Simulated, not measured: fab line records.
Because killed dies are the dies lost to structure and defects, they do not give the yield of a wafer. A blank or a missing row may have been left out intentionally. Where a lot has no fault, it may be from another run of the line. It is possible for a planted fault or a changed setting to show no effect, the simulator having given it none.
Split-lot study -- flow n5_finfet -- on a route of 1938 steps: 7 lots, 21 wafers read

THE SPLIT ITSELF
At N5_BEOL_M2_ETCH_69 (etches SiARC in CF4, target depth 15.6 nm, time 26 s), the setting bias_w was moved away from the recipe's 36 W on 7 of the 21 wafers read, by -14.3% to -4.7%. This setting was run at the recipe's value on the other wafers.

The reading is taken at the split's own step.

THE READING
rf_vpp_V, in V, at N5_BEOL_M2_ETCH_69 (etches SiARC in CF4, target depth 15.6 nm, time 26 s). A value of 183.7 V with a standard deviation of 1.1 V is what fault-free wafers of this fab line usually give.

wafer,"tool, chamber at the split","bias_w as run, W",against the recipe,"rf_vpp_V, V",against lot-mates on the recipe
L080.1,"rie_diel-06, 2",36,recipe,185.0,-
L080.4,"rie_diel-06, 0",36,recipe,182.7,-
L080.5,"rie_diel-06, 3",36,recipe,184.1,-
L083.1,"rie_diel-01, 0",36,recipe,184.4,-
L083.4,"rie_diel-01, 1",30.85,-14.3%,165.1,-19.3
L083.5,"rie_diel-01, 3",30.85,-14.3%,165.5,-18.9
L085.3,"rie_diel-06, 2",33.64,-6.6%,175.3,-7.6
L085.5,"rie_diel-06, 1",36,recipe,182.9,-
L085.6,"rie_diel-06, 0",33.64,-6.6%,175.1,-7.8
L087.1,"rie_diel-06, 3",36,recipe,184.2,-
L087.2,"rie_diel-06, 0",36,recipe,182.7,-
L087.6,"rie_diel-06, 3",36,recipe,182.8,-
L088.1,"rie_diel-01, 1",36,recipe,183.3,-
L088.2,"rie_diel-01, 3",31.53,-12.4%,167.6,-15.3
L088.6,"rie_diel-01, 1",36,recipe,182.6,-
L095.1,"rie_diel-03, 0",36,recipe,182.9,-
L095.3,"rie_diel-03, 2",36,recipe,185.9,-
L095.4,"rie_diel-03, 3",36,recipe,184.0,-
L096.3,"rie_diel-03, 2",34.31,-4.7%,179.3,-7.3
L096.5,"rie_diel-03, 2",36,recipe,186.6,-
L096.6,"rie_diel-03, 3",34.31,-4.7%,177.0,-9.6

THE FIT
A straight line over all 21 wafers: rf_vpp_V changes by +1.3 V for each +1% of bias_w; r = +0.99; the points scatter about the line by 1.1 V.
The same after taking each lot's own level away (the mean of its wafers on the recipe; 21 wafers): +1.31 V for each +1%; r = +0.99; scatter 1.1 V.
Per that fit: largest bias_w move, reading shift of 19 V.
The span of the lots' own levels, 182.90 to 186.60 V, comes to 3.4 times the standard deviation stated above.
The two slopes agree, so the slope changes little with the lot-to-lot level.
Check: for one of the wafers moved furthest among these (-14.3%), held out of the fit, the line's prediction against its lot-mates is -18.7 V. Against them it came out at -19.3 V.
Tool readings at the split's step, against how far the setting was moved: rf_vpp_V r = +0.99.

FILE'S OWN FIT
rf_vpp_V changes by +1.3 V for each +1% of bias_w, r = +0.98.
